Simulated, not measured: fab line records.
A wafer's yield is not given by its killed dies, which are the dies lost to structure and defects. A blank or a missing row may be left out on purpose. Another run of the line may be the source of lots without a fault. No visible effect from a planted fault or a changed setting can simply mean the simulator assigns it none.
fab line records	flow nand-harc
[record] lots = 6	wafers = 18	last-day = 33
route steps=1302 shown THIN_TSV@1251 END@1302
lots with no fault: from the same line, run without faults
start-h: start of the lot's first displayed wafer, in hours after the record's first day	wait-h: how many hours have passed since the lot's step before this one	" as in the row above	L1.1+2: a single row standing in for several wafers	- value missing, or start not given	* or withheld: withheld	< > ~ a bound
route shown NAME@n: names a module that has steps shown in the file, with the first one's number in the route	usual: average and standard deviation across the fault-free wafers	same: alike in all rows	chamber/n: place in a boat	sites: the reading at each site	_std_site: standard deviation across them	_edge_site: mean of outer sites minus mean of inner sites	radius-mm: how far each site lies from the wafer's centre	mask NAME#n: copy n	behind: the most recent tool/chamber to have shaped the wafer	hold: the reason the lot was held/the length of the hold in hours/how it ended	device: names the non-switching transistor (n, p or np)	end of line: the same wafers' tests at the end of the route	where a step has no rows: the recipe by itself	killed: the dies lost at the first sort to structure and to defects; this is not the yield of the wafer	map: the dies of a wafer, with x for killed, . for not killed, _ for no die there
set.NAME: the setting as run; set.NAME@STEP: as run at that earlier step	model.NAME: the simulator's own value behind a step, which no gauge read
lots at some steps of the route; a table a step, a row a wafer
services: from which hour (start-h, from the record's first day; less than 0 if before it) a tool's chamber was out of use, for how many hours, and why
[[steps]]
[step NHARC_THIN_TSV_DEHYDRATE_04]
[recipe] temp-c = 150	time-s = 120
[step NHARC_THIN_TSV_HMDS_05]
[recipe] time-s = 30
[step NHARC_THIN_TSV_COAT_06]
[recipe] spin-rpm = *
[step NHARC_THIN_TSV_SOFTBAKE_07]
[recipe] temp-c = 122	time-s = 95
[step NHARC_THIN_TSV_EBR_08]
[step NHARC_THIN_TSV_EXPOSE_09]
[recipe] na = 0.55	dose-mj = 30.7	mask-id = TSV
[step NHARC_THIN_TSV_PEB_10]
[recipe] peb-temp-c = 118	peb-time-s = 85
[step NHARC_THIN_TSV_DEVELOP_11]
[recipe] time-s = 70
[step NHARC_THIN_TSV_CD_MEAS_12]
[recipe] target-cd-nm = 1000	landing-energy-ev = 500
[usual] cd-nm = 1000.5/1.6
lot.wafer	tool	chamber	start-h	wait-h	cd-nm
L297.2	cd-sem-01	0	541.12	-	999.2
L297.3	"	0	"	"	1000.0
L297.4	"	0	"	"	1002.0
L304.1	cd-sem-02	0	618.07	-	1001.9
L304.2	"	0	"	"	1003.4
L304.4	"	0	"	"	1002.2
L303.3	cd-sem-03	0	631.81	-	1001.7
L303.5	"	0	"	"	997.5
L303.6	"	0	"	"	998.4
L312.1	cd-sem-03	0	692.11	-	997.0
L312.2	"	0	"	"	1001.0
L312.4	"	0	"	"	999.3
L314.2	cd-sem-02	0	697.29	-	1001.1
L314.4	"	0	"	"	1000.4
L314.6	"	0	"	"	1000.8
L318.1	cd-sem-03	0	772.50	-	1000.8
L318.2	"	0	"	"	1001.0
L318.3	"	0	"	"	1003.0
[step NHARC_THIN_TSV_HARDBAKE_13]
[recipe] temp-c = 125	time-s = 80
[step NHARC_THIN_TSV_DESCUM_14]
[recipe] time-s = 3	o2-flow-sccm = 200	ar-flow-sccm = 0	bias-power-w = 0	chemistry = O2
[usual] drypump-motor-current-A = 5.7/0.43	o2-flow-sccm = 200.0/0.58	oes-product-au = 1.000/0.0092	rf-vpp-V = 57.9/0.79	showerhead-plenum-p-Torr = 1.94/0.065	throttle-valve-pct = 11.310/0.0086
lot.wafer	tool	chamber	start-h	wait-h	drypump-motor-current-A	o2-flow-sccm	oes-product-au	rf-hours-counter-h	rf-vpp-V	showerhead-plenum-p-Torr	throttle-valve-pct
L297.2	rie-diel-04	1	541.28	-	6.2	200.0	1.008	0	59.9	2.01	11.298
L297.3	"	2	"	"	5.4	200.5	1.012	0	57.4	2.03	11.298
L297.4	"	3	"	"	6.1	200.7	1.006	0	57.6	1.88	11.315
L304.1	rie-diel-05	1	618.23	-	6.3	200.1	0.995	1	58.3	1.94	11.307
L304.2	"	3	"	"	5.3	200.1	0.992	1	57.6	1.86	11.310
L304.4	"	0	"	"	5.4	199.9	1.008	-	57.5	1.87	11.311
L303.3	rie-diel-04	1	631.98	-	6.2	201.1	0.996	5	58.4	2.00	11.324
L303.5	"	3	"	"	6.1	198.8	0.997	-	56.4	1.88	11.314
L303.6	"	0	"	"	5.1	200.2	1.005	-	57.8	2.03	11.298
L312.1	rie-diel-05	1	692.28	-	6.3	199.9	1.001	5	58.2	1.94	11.316
L312.4	"	2	"	"	5.5	200.0	1.005	4	58.1	1.98	11.317
L312.2	"	3	"	"	5.4	200.8	0.989	5	57.2	1.86	11.310
L314.4	rie-diel-05	3	697.45	-	5.3	199.5	0.997	6	57.8	1.86	11.317
L314.2	"	0	"	"	5.5	199.2	1.006	5	58.5	1.87	11.309
L314.6	"	2	"	"	5.5	200.6	1.004	-	59.6	1.98	11.303
L318.2	rie-diel-04	2	772.66	-	5.4	199.6	1.008	3	57.9	2.02	11.310
L318.1	"	3	"	"	6.1	200.6	1.012	3	57.7	1.88	11.322
L318.3	"	0	"	"	5.1	198.8	1.006	3	57.4	2.03	11.300
[step NHARC_THIN_TSV_ETCH_44]
[recipe] target-depth-a = 15942	time-s = 797.1	cf4-flow-sccm = 150	o2-flow-sccm = 10	ar-flow-sccm = 0	rf-w = 300	bias-w = 800	chemistry = CF4/O2
[usual] bias-w = 800.0/2.6	cf4-flow-sccm = 149.9/0.44	drypump-motor-current-A = 5.7/0.43	o2-flow-sccm = 10.00/0.032	oes-product-au = 1.000/0.012	rf-vpp-V = 795/3.8	showerhead-plenum-p-Torr = 1.85/0.058	throttle-valve-pct = 16.913/0.0086
lot.wafer	tool	chamber	start-h	wait-h	bias-w	cf4-flow-sccm	drypump-motor-current-A	o2-flow-sccm	oes-product-au	rf-hours-counter-h	rf-vpp-V	showerhead-plenum-p-Torr	throttle-valve-pct
L297.4	rie-diel-04	3	541.37	0.1	800.8	149.7	6.1	10.02	0.996	0	792	1.80	16.900
L297.2	"	1	"	"	798.0	149.5	6.2	10.01	1.001	0	799	1.91	16.935
L297.3	"	2	"	"	798.6	149.0	5.4	10.02	1.002	0	801	1.93	16.923
L304.1	rie-diel-05	1	618.33	0.1	804.6	149.9	6.3	9.99	0.991	1	795	1.86	16.914
L304.2	"	3	"	"	798.2	150.1	5.3	9.98	0.989	1	792	1.79	16.912
L304.4	"	0	"	"	796.5	149.9	5.5	10.02	0.988	-	792	1.80	16.908
L303.3	rie-diel-04	2	632.05	0.1	798.1	150.0	5.4	9.95	1.009	6	802	1.93	16.903
L303.5	"	2	"	"	799.9	149.9	5.4	9.97	1.002	-	801	1.93	16.912
L303.6	"	3	"	"	799.0	149.8	6.1	10.01	1.003	-	794	1.80	16.914
L312.4	rie-diel-05	3	692.35	0.1	801.1	148.8	5.3	9.93	0.984	5	792	1.78	16.904
L312.2	"	1	"	"	794.4	149.8	6.3	9.97	1.004	5	796	1.86	16.919
L312.1	"	2	"	"	797.9	149.6	5.5	10.03	0.996	4	799	1.89	16.910
L314.2	rie-diel-05	0	697.53	0.1	801.5	149.9	5.4	10.00	1.005	5	792	1.80	16.909
L314.4	"	1	"	"	797.4	150.0	6.3	9.96	0.996	6	796	1.86	16.908
L314.6	"	0	"	"	802.3	150.4	5.4	10.02	0.983	-	792	1.80	16.922
L318.3	rie-diel-04	2	772.74	0.1	799.0	149.5	5.3	10.00	1.007	3	799	1.93	16.916
L318.1	"	3	"	"	796.6	150.3	6.1	10.01	1.029	3	792	1.80	16.914
L318.2	"	0	"	"	800.5	150.0	5.1	10.04	1.003	3	799	1.94	16.908
[step NHARC_THIN_TSV_ETCH_15]
[recipe] target-depth-a = 30000	bosch-target-overetch-cycles = 2	bosch-etch-step-s = 2.8	bosch-dep-step-s = 1.2	bosch-cycles = 14
[usual] bosch-cycles = 14/0	bosch-dep-step-s = 1.2/0	drypump-motor-current-A = 5.9/0.45
lot.wafer	tool	chamber	start-h	wait-h	bosch-cycles	bosch-dep-step-s	drypump-motor-current-A	rf-hours-counter-h
L297.3	rie-si-02	3	541.93	-	14	1.2	5.2	0.5
L297.4	"	1	"	"	14	1.2	5.2	0.6
L297.2	"	2	"	"	14	1.2	6.6	0.4
L304.2	rie-si-03	1	619.02	-	-	-	-	-
L304.1	"	2	"	"	-	-	-	-
L304.4	"	0	"	"	-	-	-	-
L303.3	rie-si-03	1	632.64	-	-	-	-	-
L303.5	"	3	"	"	-	-	-	-
L303.6	"	0	"	"	-	-	-	-
L312.1	rie-si-03	0	692.94	-	14	1.2	5.5	0.7
L312.2	"	1	"	"	14	1.2	6.7	0.7
L312.4	"	2	"	"	14	1.2	5.6	0.7
L314.4	rie-si-01	2	698.11	-	14	1.2	6.2	1.1
L314.2	"	3	"	"	14	1.2	6.1	0.8
L314.6	"	2	"	"	14	1.2	6.2	-
L318.1	rie-si-03	2	773.32	-	14	1.2	5.6	0.1
L318.2	"	3	"	"	14	1.2	5.7	0.1
L318.3	"	1	"	"	14	1.2	6.7	0.1
[step NHARC_THIN_TSV_CD_MEAS_16]
[usual] cd-nm = 1000.8/1.8
lot.wafer	tool	chamber	start-h	wait-h	cd-nm
L297.2	cd-sem-03	-	542.07	0.1	1000.1
L297.3	"	-	"	"	999.7
L297.4	"	-	"	"	1002.9
L304.1	cd-sem-03	-	619.16	0.1	1002.1
L304.2	"	-	"	"	1003.8
L304.4	"	-	"	"	1002.7
L303.3	cd-sem-03	-	632.77	0.1	1002.4
L303.5	"	-	"	"	998.2
L303.6	"	-	"	"	999.3
L312.1	cd-sem-02	-	693.07	0.1	998.1
L312.2	"	-	"	"	1000.7
L312.4	"	-	"	"	1000.2
L314.2	cd-sem-03	-	698.25	0.1	1000.3
L314.4	"	-	"	"	999.7
L314.6	"	-	"	"	1001.5
L318.1	cd-sem-03	-	773.46	0.1	1001.2
L318.2	"	-	"	"	1001.8
L318.3	"	-	"	"	1003.0
[step NHARC_END_SORT_01]
[recipe] temp-c = 25
[usual] defect-limited-yield = 91.6/2.5	killed-at-array = 52/18	killed-at-other = 1.2/1.5	killed-at-periphery = 4/3.2	killed-dies = 57/17	killed-open = 3.1/1.9	killed-short = 2.5/1.7	sort_bin_2_pct = 3.0/1.1	sort_bin_3_pct = 0.6/0.36	sort_bin_4_pct = 4.9/1.5	sort-n-pass = 620/17	sort-rim-yield-pct = 91/3.8	sort-yield-pct = 91.6/2.5
[same] gross-dies = 677	sort_bin_5_pct[%] = 0	sort_bin_6_pct[%] = 0	sort_bin_7_pct[%] = 0	sort_bin_8_pct[%] = 0	sort-rim-n-gross = 106.00
lot.wafer	tool	chamber	start-h	wait-h	defect-limited-yield[%]	killed-at-array	killed-at-other	killed-at-periphery	killed-dies	killed-open	killed-short	sort_bin_2_pct[%]	sort_bin_3_pct[%]	sort_bin_4_pct[%]	sort-n-pass	sort-rim-yield-pct[%]	sort-yield-pct[%]
L304.1	prober-02	0	633.19	2.5	0	55	616	6	677	1	6	94.5	0.3	5.2	0	0	0
L304.2	prober-02	0	634.00	2.8	0	58	610	9	677	5	2	93.5	0.4	6.1	0	0	0
L304.4	prober-02	0	635.62	3.4	0	40	626	11	677	3	2	95.1	0.7	4.1	0	0	0
L303.3	prober-01	0	648.98	3.1	0	89	588	0	677	1	4	91.4	1.2	7.4	0	0	0
L303.5	prober-01	0	650.61	3.8	0	74	603	0	677	1	3	92.3	1.0	6.6	0	0	0
L303.6	prober-01	0	651.43	4.1	0	62	615	0	677	2	2	95.1	0.4	4.4	0	0	0
L312.1	prober-02	0	707.18	2.5	94.1	34	1	5	40	6	2	2.2	0.7	3.0	637	96	94.1
L314.2	prober-01	0	715.94	2.8	91.3	57	1	1	59	2	4	3.0	0.7	5.0	618	90	91.3
// killed by level:class
L304.1 THIN_TSV:area-etch=616 A_SLIT:chamber-film-flake=27 A_CHANNEL_HOLE_D2:chamber-film-flake=8 A_WL_FILL:chamber-film-flake=4 P_BONDPAD:chamber-film-flake=3 A_CHANNEL_HOLE_D1:chamber-film-flake=3 A_CHANNEL_FILL_D1:geometric-particle:short=2 A_STAIRCASE:chamber-film-flake=2
L304.2 THIN_TSV:area-etch=610 A_SLIT:chamber-film-flake=29 A_CHANNEL_HOLE_D2:chamber-film-flake=10 P_BONDPAD:chamber-film-flake=5 A_CONTACT:chamber-film-flake=4 A_WL_FILL:chamber-film-flake=4 A_CHANNEL_HOLE_D1:chamber-film-flake=3 A_CHANNEL_FILL_D1:geometric-particle:open=2
L304.4 THIN_TSV:area-etch=626 A_SLIT:chamber-film-flake=24 A_CHANNEL_HOLE_D2:chamber-film-flake=6 P_BONDPAD:chamber-film-flake=5 P_M1:chamber-film-flake=3 A_CHANNEL_HOLE_D1:chamber-film-flake=2 A_M0:chamber-film-flake=2 P_CONTACT:geometric-particle:open=1
L303.3 THIN_TSV:area-etch=588 A_CHANNEL_HOLE_D1:chamber-film-flake=34 A_SLIT:chamber-film-flake=34 A_CHANNEL_HOLE_D2:chamber-film-flake=8 A_CONTACT:chamber-film-flake=4 A_STAIRCASE:chamber-film-flake=2 A_CHANNEL_FILL_D1:geometric-particle:short=1 A_CHANNEL_FILL_D1:geometric-particle:open=1
L303.5 THIN_TSV:area-etch=603 A_SLIT:chamber-film-flake=29 A_CHANNEL_HOLE_D1:chamber-film-flake=26 A_CHANNEL_HOLE_D2:chamber-film-flake=9 A_STAIRCASE:chamber-film-flake=3 A_CONTACT:chamber-film-flake=2 A_CHANNEL_HOLE_D1:geometric-particle:open=1 A_CHANNEL_HOLE_D1:geometric-particle:short=1
L303.6 THIN_TSV:area-etch=614 A_CHANNEL_HOLE_D1:chamber-film-flake=20 A_SLIT:chamber-film-flake=18 A_CHANNEL_HOLE_D2:chamber-film-flake=10 A_STAIRCASE:chamber-film-flake=4 A_WL_FILL:chamber-film-flake=3 A_CONTACT:chamber-film-flake=2 A_ONON_D2:geometric-particle:open=1
L312.1 A_CHANNEL_HOLE_D2:chamber-film-flake=17 A_SLIT:chamber-film-flake=4 A_CONTACT:chamber-film-flake=4 A_CHANNEL_HOLE_D1:chamber-film-flake=3 P_GATE:geometric-particle:open=1 P_CONTACT:geometric-particle:open=1 P_M0:geometric-particle:open=1 A_SOURCE_PLATE:geometric-particle:open=1
L314.2 A_CHANNEL_HOLE_D1:chamber-film-flake=40 A_SLIT:chamber-film-flake=4 A_STAIRCASE:chamber-film-flake=3 A_CHANNEL_FILL_D1:chamber-film-flake=2 A_CHANNEL_FILL_D1:geometric-particle:short=1 A_ONON_D2:geometric-particle:short=1 A_CHANNEL_FILL_D2:geometric-particle:short=1 A_SLIT:geometric-particle:open=1
// map L303.3 (x killed, . not)
____________x____________
_________xxxxxxx_________
_______xxxxxxxxxxx_______
______xxxxxxxxxxxxx______
_____xxxxxxxxxxxxxxx_____
____xxxxxxxxxxxxxxxxx____
____xxxxxxxxxxxxxxxxx____
___xxxxxxxxxxxxxxxxxxx___
___xxxxxxxxxxxxxxxxxxx___
__xxxxxxxxxxxxxxxxxxxxx__
__xxxxxxxxxxxxxxxxxxxxx__
_xxxxxxxxxxxxxxxxxxxxxxx_
_xxxxxxxxxxxxxxxxxxxxxxx_
_xxxxxxxxxxxxxxxxxxxxxxx_
_xxxxxxxxxxxxxxxxxxxxxxx_
_xxxxxxxxxxxxxxxxxxxxxxx_
xxxxxxxxxxxxxxxxxxxxxxxxx
xxxxxxxxxxxxxxxxxxxxxxxxx
xxxxxxxxxxxxxxxxxxxxxxxxx
xxxxxxxxxxxxxxxxxxxxxxxxx
xxxxxxxxxxxxxxxxxxxxxxxxx
_xxxxxxxxxxxxxxxxxxxxxxx_
_xxxxxxxxxxxxxxxxxxxxxxx_
_xxxxxxxxxxxxxxxxxxxxxxx_
_xxxxxxxxxxxxxxxxxxxxxxx_
_xxxxxxxxxxxxxxxxxxxxxxx_
__xxxxxxxxxxxxxxxxxxxxx__
__xxxxxxxxxxxxxxxxxxxxx__
___xxxxxxxxxxxxxxxxxxx___
___xxxxxxxxxxxxxxxxxxx___
____xxxxxxxxxxxxxxxxx____
____xxxxxxxxxxxxxxxxx____
_____xxxxxxxxxxxxxxx_____
______xxxxxxxxxxxxx______
_______xxxxxxxxxxx_______
_________xxxxxxx_________
____________x____________
// map L304.1 (x killed, . not)
____________x____________
_________xxxxxxx_________
_______xxxxxxxxxxx_______
______xxxxxxxxxxxxx______
_____xxxxxxxxxxxxxxx_____
____xxxxxxxxxxxxxxxxx____
____xxxxxxxxxxxxxxxxx____
___xxxxxxxxxxxxxxxxxxx___
___xxxxxxxxxxxxxxxxxxx___
__xxxxxxxxxxxxxxxxxxxxx__
__xxxxxxxxxxxxxxxxxxxxx__
_xxxxxxxxxxxxxxxxxxxxxxx_
_xxxxxxxxxxxxxxxxxxxxxxx_
_xxxxxxxxxxxxxxxxxxxxxxx_
_xxxxxxxxxxxxxxxxxxxxxxx_
_xxxxxxxxxxxxxxxxxxxxxxx_
xxxxxxxxxxxxxxxxxxxxxxxxx
xxxxxxxxxxxxxxxxxxxxxxxxx
xxxxxxxxxxxxxxxxxxxxxxxxx
xxxxxxxxxxxxxxxxxxxxxxxxx
xxxxxxxxxxxxxxxxxxxxxxxxx
_xxxxxxxxxxxxxxxxxxxxxxx_
_xxxxxxxxxxxxxxxxxxxxxxx_
_xxxxxxxxxxxxxxxxxxxxxxx_
_xxxxxxxxxxxxxxxxxxxxxxx_
_xxxxxxxxxxxxxxxxxxxxxxx_
__xxxxxxxxxxxxxxxxxxxxx__
__xxxxxxxxxxxxxxxxxxxxx__
___xxxxxxxxxxxxxxxxxxx___
___xxxxxxxxxxxxxxxxxxx___
____xxxxxxxxxxxxxxxxx____
____xxxxxxxxxxxxxxxxx____
_____xxxxxxxxxxxxxxx_____
______xxxxxxxxxxxxx______
_______xxxxxxxxxxx_______
_________xxxxxxx_________
____________x____________
[[services]]
tool	chamber	start-h	hours	kind
rie-diel-04	-	531.90	9.0	pm
rie-diel-05	1	545.71	4.2	repair
rie-si-01	-	547.00	9.0	pm
rie-diel-05	1	552.08	10.0	repair
rie-si-01	1	556.92	10.1	repair
rie-diel-05	0	572.87	14.0	repair
rie-si-03	-	575.00	9.0	pm
rie-diel-05	-	583.60	9.0	pm
rie-diel-04	1	584.49	7.1	repair
rie-si-01	0	596.78	34.1	repair
rie-diel-04	0	603.18	10.1	repair
rie-diel-05	2	617.42	7.7	repair
rie-si-01	3	623.27	1.1	repair
rie-si-02	-	631.00	9.0	pm
rie-si-03	3	637.73	7.5	repair
rie-diel-05	0	656.66	4.6	repair
rie-si-02	0	661.81	8.7	repair
rie-diel-04	-	695.62	0.9	repair
rie-diel-04	-	708.90	9.0	pm
rie-si-01	-	724.00	9.0	pm
rie-si-02	3	747.89	3.8	repair
rie-diel-05	0	749.56	19.8	repair
rie-si-03	-	752.00	9.0	pm
rie-diel-05	-	760.60	9.0	pm
[[key]]
[first-sign] step = NHARC_THIN_TSV_ETCH_15	reading = tool-record	direction = missing
[effect] step = NHARC_END_SORT_01	reading = killed-at-other	direction = up	sigmas = 99+	usual = 1.2	struck = 609.7
[more-kills-born-at] NHARC_THIN_TSV_ETCH_15@rie-si-03 = 3654
met-at NHARC_THIN_TSV_ETCH_15
struck-wafers L303.3,L303.5,L303.6,L304.1,L304.2,L304.4
later-rows-left-out L303.3,L303.5,L303.6,L304.1,L304.2,L304.4
[fault] kind = skipped-step-whole	tool = rie-si-03	chamber = -	onset-h = 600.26	steps = NHARC_THIN_TSV_ETCH_15	scope = struck-lots-only
// later-rows-left-out: the simulator's readings of these wafers behind a module that went badly wrong aren't trusted and aren't shown, but for the sort
